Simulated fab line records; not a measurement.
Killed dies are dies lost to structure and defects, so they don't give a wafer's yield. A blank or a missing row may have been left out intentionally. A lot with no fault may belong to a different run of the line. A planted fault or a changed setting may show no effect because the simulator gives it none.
Chamber matching | flow n5-finfet | rie-diel-06 running N5_GATE_CUT_HM_OPEN_40: 4 sister chambers
The step chemistry C4F6/O2, target SiO2, target depth 139 nm, time 85.1 s. 14 wafers are shown with their chamber, then 7 later ones without.

## WAFERS PAIRED WITH THEIR CHAMBERS
wafer  | chamber | showerhead-plenum-p-Torr (Torr) | drypump-motor-current-A (A) | rf-vpp-V (V)
L074.1 | 0       | 2.78                            | 5.3                         | 672
L074.3 | 3       | 2.75                            | 5.3                         | 652
L074.5 | 0       | 2.78                            | 5.3                         | 671
L075.3 | 2       | 2.96                            | 4.8                         | 662
L075.4 | 3       | 2.75                            | 5.3                         | 650
L075.6 | 2       | 2.96                            | 4.8                         | 659
L080.1 | 3       | 2.75                            | 5.3                         | 650
L080.2 | 1       | 2.70                            | 5.1                         | 681
L080.6 | 0       | 2.78                            | 5.4                         | 672
L081.2 | 1       | 2.69                            | 5.1                         | 683
L081.4 | 3       | 2.75                            | 5.3                         | 648
L081.5 | 2       | 2.95                            | 4.8                         | 659
L085.3 | 3       | 2.74                            | 5.3                         | 651
L085.5 | 0       | 2.77                            | 5.3                         | 673

SIGNATURES, as means of the wafers listed above
reading                  | chamber 0 | chamber 1 | chamber 2 | chamber 3 | scatter within a chamber
showerhead-plenum-p-Torr | 2.7775    | 2.6950    | 2.9567    | 2.7480    | 0.00521
drypump-motor-current-A  | 5.325     | 5.100     | 4.800     | 5.300     | 0.0274
rf-vpp-V                 | 672.00    | 682.00    | 660.00    | 650.20    | 1.37
Rule: distance of a wafer from a chamber = root of the sum over the readings of ((wafer's reading minus chamber's mean) / reading's scatter) squared. If the next closest chamber is less than 2 further off than the closest, the wafer can't be placed; otherwise it belongs to the closest. How the scatter is found: for the shown wafers, subtract from each reading the mean of its chamber, square and add these, divide the total by (wafers less chambers), then take the root.

## WAFERS WITH NO CHAMBER GIVEN
wafer  | showerhead-plenum-p-Torr (Torr) | drypump-motor-current-A (A) | rf-vpp-V (V)
L085.6 | 2.74                            | 5.3                         | 651
L091.2 | 2.77                            | 5.3                         | 673
L091.4 | 2.77                            | 5.3                         | 673
L091.6 | 2.95                            | 4.8                         | 659
L092.2 | 2.74                            | 5.3                         | 649
L092.5 | 2.74                            | 5.3                         | 649
L092.6 | 2.77                            | 5.4                         | 673

## EACH ONE'S CHAMBER
wafer  | from the rows above | in truth
L085.6 | 3                   | 3
L091.2 | 0                   | 0
L091.4 | 0                   | 0
L091.6 | 2                   | 2
L092.2 | 3                   | 3
L092.5 | 3                   | 3
L092.6 | 0                   | 0
Placed correctly: 7 of 7. Left unplaced by these rows: 0. 0 placed wrongly.
